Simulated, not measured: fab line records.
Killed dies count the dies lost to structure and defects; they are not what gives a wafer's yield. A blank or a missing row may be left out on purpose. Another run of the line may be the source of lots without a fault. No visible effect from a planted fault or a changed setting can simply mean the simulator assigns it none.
What tool caused it? | flow n5-finfet | 30 wafers from 10 lots sampled at 5 of the route's 1938 steps

WHAT THE GAUGES SHOWED, per wafer
N5_BEOL_M4_RC_MEAS_101.
lot  | measured     | on        | DIBL_N (mV/V)
L485 | day 7 18:44  | prober-02 | 37.2 35.0 35.2
L486 | day 7 23:58  | prober-01 | 34.0 35.2 34.4
L489 | day 8 23:14  | prober-01 | 35.8 36.4 36.6
L490 | day 9 02:27  | prober-02 | 35.6 38.0 37.0
L491 | day 9 08:35  | prober-02 | 35.7 35.7 35.1
L500 | day 11 16:05 | prober-01 | 35.6 35.8 37.4
L502 | day 12 15:07 | prober-01 | 34.7 33.4 35.4
L503 | day 12 16:40 | prober-02 | 39.0 38.2 37.7
L505 | day 12 17:35 | prober-02 | 33.4 33.5 36.0
L507 | day 13 20:10 | prober-01 | 34.3 36.4 35.3

WHICH TOOL RAN EACH LOT (tool, then ch and the chambers of the sampled wafers, then the start)
lot  | N5_BEOL_M3_SURFACE_TREAT_85  | N5_BEOL_M3_ANNEAL_80         | N5_BEOL_M3_ANNEAL_82         | N5_BEOL_M3_ANNEAL_87
L485 | pvd-sputter-03, day 7 04:38  | pvd-sputter-01, day 7 05:09  | pvd-sputter-01, day 7 05:22  | pvd-sputter-01, day 7 05:35
L486 | pvd-sputter-02, day 7 07:44  | pvd-sputter-03, day 7 08:16  | pvd-sputter-03, day 7 08:29  | pvd-sputter-03, day 7 08:43
L489 | pvd-sputter-01, day 8 08:41  | pvd-sputter-01, day 8 09:12  | pvd-sputter-01, day 8 09:25  | pvd-sputter-01, day 8 09:38
L490 | pvd-sputter-01, day 8 08:49  | pvd-sputter-03, day 8 09:26  | pvd-sputter-03, day 8 09:39  | pvd-sputter-03, day 8 09:52
L491 | pvd-sputter-03, day 8 15:08  | pvd-sputter-03, day 8 15:40  | pvd-sputter-03, day 8 15:53  | pvd-sputter-03, day 8 16:07
L500 | pvd-sputter-02, day 10 21:05 | pvd-sputter-03, day 10 21:58 | pvd-sputter-03, day 10 22:13 | pvd-sputter-03, day 10 22:28
L502 | pvd-sputter-02, day 11 23:36 | pvd-sputter-03, day 12 00:11 | pvd-sputter-03, day 12 00:24 | pvd-sputter-03, day 12 00:37
L503 | pvd-sputter-03, day 12 01:43 | pvd-sputter-03, day 12 02:18 | pvd-sputter-03, day 12 02:31 | pvd-sputter-03, day 12 02:44
L505 | pvd-sputter-02, day 12 02:35 | pvd-sputter-02, day 12 03:07 | pvd-sputter-02, day 12 03:20 | pvd-sputter-02, day 12 03:33
L507 | pvd-sputter-03, day 12 21:44 | pvd-sputter-02, day 13 00:05 | pvd-sputter-02, day 13 00:18 | pvd-sputter-02, day 13 00:31
- N5_BEOL_M3_SURFACE_TREAT_85
- N5_BEOL_M3_ANNEAL_80: time 240 s.
- N5_BEOL_M3_ANNEAL_82: time 240 s.
- N5_BEOL_M3_ANNEAL_87: time 240 s.

THE ANSWER, worked out from the rows above alone
Rule: the usual values come from the lots themselves. The widest of any qualifying gaps counts: lots, ordered by their means at a reading, are off when they make up no more than a third of the lots, leave a main group of 4 or more, and stand apart from it by 3 or more times the standard deviation of that group's means. If all means in a main group match to the digits the tables above print for the reading, that group is not used. A lot without any number at a reading at which 4 lots or more have one is off too. The other lots that the step has rows for count as sound.
No lot is off on any of the readings shown, so nothing can be concluded from this.

WHAT THE SIMULATOR HAD INSERTED
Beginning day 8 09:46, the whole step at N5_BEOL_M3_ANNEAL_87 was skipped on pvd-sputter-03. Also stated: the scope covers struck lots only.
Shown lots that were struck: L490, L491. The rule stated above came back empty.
